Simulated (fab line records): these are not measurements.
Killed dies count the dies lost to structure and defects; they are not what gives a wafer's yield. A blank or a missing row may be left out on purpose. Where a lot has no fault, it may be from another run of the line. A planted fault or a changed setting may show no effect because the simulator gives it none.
Chamber matching || flow nandHarc || NHARC_A_CONTACT_DEP_29 on pecvd-02 has 3 sister chambers
The step deposits SiON, target thk 70 nm. 14 wafers are shown with their chamber, then 7 later ones without.

## WAFERS, EACH WITH ITS CHAMBER
{"wafer": "L074.2", "chamber": 1, "showerheadVppV (V)": 1056, "heaterPowerW (W)": 839, "heaterPowerOuterW (W)": 492}
{"wafer": "L074.3", "chamber": 0, "showerheadVppV (V)": 1292, "heaterPowerW (W)": 809, "heaterPowerOuterW (W)": 484}
{"wafer": "L074.4", "chamber": 1, "showerheadVppV (V)": 1075, "heaterPowerW (W)": 835, "heaterPowerOuterW (W)": 489}
{"wafer": "L075.3", "chamber": 2, "showerheadVppV (V)": 1033, "heaterPowerW (W)": 773, "heaterPowerOuterW (W)": 451}
{"wafer": "L075.4", "chamber": 0, "showerheadVppV (V)": 1305, "heaterPowerW (W)": 785, "heaterPowerOuterW (W)": 445}
{"wafer": "L075.6", "chamber": 1, "showerheadVppV (V)": 1071, "heaterPowerW (W)": 827, "heaterPowerOuterW (W)": 484}
{"wafer": "L076.1", "chamber": 0, "showerheadVppV (V)": 1300, "heaterPowerW (W)": 787, "heaterPowerOuterW (W)": 456}
{"wafer": "L076.5", "chamber": 2, "showerheadVppV (V)": 1014, "heaterPowerW (W)": 782, "heaterPowerOuterW (W)": 470}
{"wafer": "L076.6", "chamber": 0, "showerheadVppV (V)": 1290, "heaterPowerW (W)": 786, "heaterPowerOuterW (W)": 458}
{"wafer": "L085.1", "chamber": 2, "showerheadVppV (V)": 1017, "heaterPowerW (W)": 761, "heaterPowerOuterW (W)": 466}
{"wafer": "L085.4", "chamber": 2, "showerheadVppV (V)": 1017, "heaterPowerW (W)": 746, "heaterPowerOuterW (W)": 463}
{"wafer": "L085.6", "chamber": 0, "showerheadVppV (V)": 1282, "heaterPowerW (W)": 819, "heaterPowerOuterW (W)": 466}
{"wafer": "L088.2", "chamber": 0, "showerheadVppV (V)": 1311, "heaterPowerW (W)": 786, "heaterPowerOuterW (W)": 449}
{"wafer": "L088.3", "chamber": 1, "showerheadVppV (V)": 1075, "heaterPowerW (W)": 854, "heaterPowerOuterW (W)": 503}

SIGNATURES (averages over the wafers above)
{"reading": "showerheadVppV", "chamber 0": 1296.67, "chamber 1": 1069.25, "chamber 2": 1020.25, "scatter within a chamber": 9.7}
{"reading": "heaterPowerW", "chamber 0": 795.33, "chamber 1": 838.75, "chamber 2": 765.50, "scatter within a chamber": 14.2}
{"reading": "heaterPowerOuterW", "chamber 0": 459.67, "chamber 1": 492.00, "chamber 2": 462.50, "scatter within a chamber": 11.2}
Rule: for a wafer and a chamber, the distance is found by dividing, reading by reading, the gap between the wafer's reading and the chamber's mean by the reading's scatter, squaring, summing and taking the root. The wafer belongs to the nearest chamber; if the next one is less than 2 further off, it can't be placed. The scatter: take each reading less its chamber's mean, square it, sum over the shown wafers, divide by the number of wafers less the number of chambers, and take the root.

## WAFERS WITH NO CHAMBER GIVEN
{"wafer": "L088.6", "showerheadVppV (V)": 1304, "heaterPowerW (W)": 780, "heaterPowerOuterW (W)": 451}
{"wafer": "L092.4", "showerheadVppV (V)": 1075, "heaterPowerW (W)": 738, "heaterPowerOuterW (W)": 421}
{"wafer": "L092.5", "showerheadVppV (V)": 997, "heaterPowerW (W)": 769, "heaterPowerOuterW (W)": 449}
{"wafer": "L092.6", "showerheadVppV (V)": 1293, "heaterPowerW (W)": 772, "heaterPowerOuterW (W)": 447}
{"wafer": "L091.1", "showerheadVppV (V)": 1308, "heaterPowerW (W)": 737, "heaterPowerOuterW (W)": 416}
{"wafer": "L091.3", "showerheadVppV (V)": 1071, "heaterPowerW (W)": 813, "heaterPowerOuterW (W)": 487}
{"wafer": "L091.4", "showerheadVppV (V)": 1290, "heaterPowerW (W)": 745, "heaterPowerOuterW (W)": 428}

## CHAMBER TAKEN BY EACH
{"wafer": "L088.6", "from the rows above": 0, "in truth": 0}
{"wafer": "L092.4", "from the rows above": 2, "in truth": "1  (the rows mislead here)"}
{"wafer": "L092.5", "from the rows above": 2, "in truth": 2}
{"wafer": "L092.6", "from the rows above": 0, "in truth": 0}
{"wafer": "L091.1", "from the rows above": 0, "in truth": 0}
{"wafer": "L091.3", "from the rows above": 1, "in truth": 1}
{"wafer": "L091.4", "from the rows above": 0, "in truth": 0}
Correctly placed: 6 of 7. Left unplaced by these rows: 0. 1 placed wrongly.
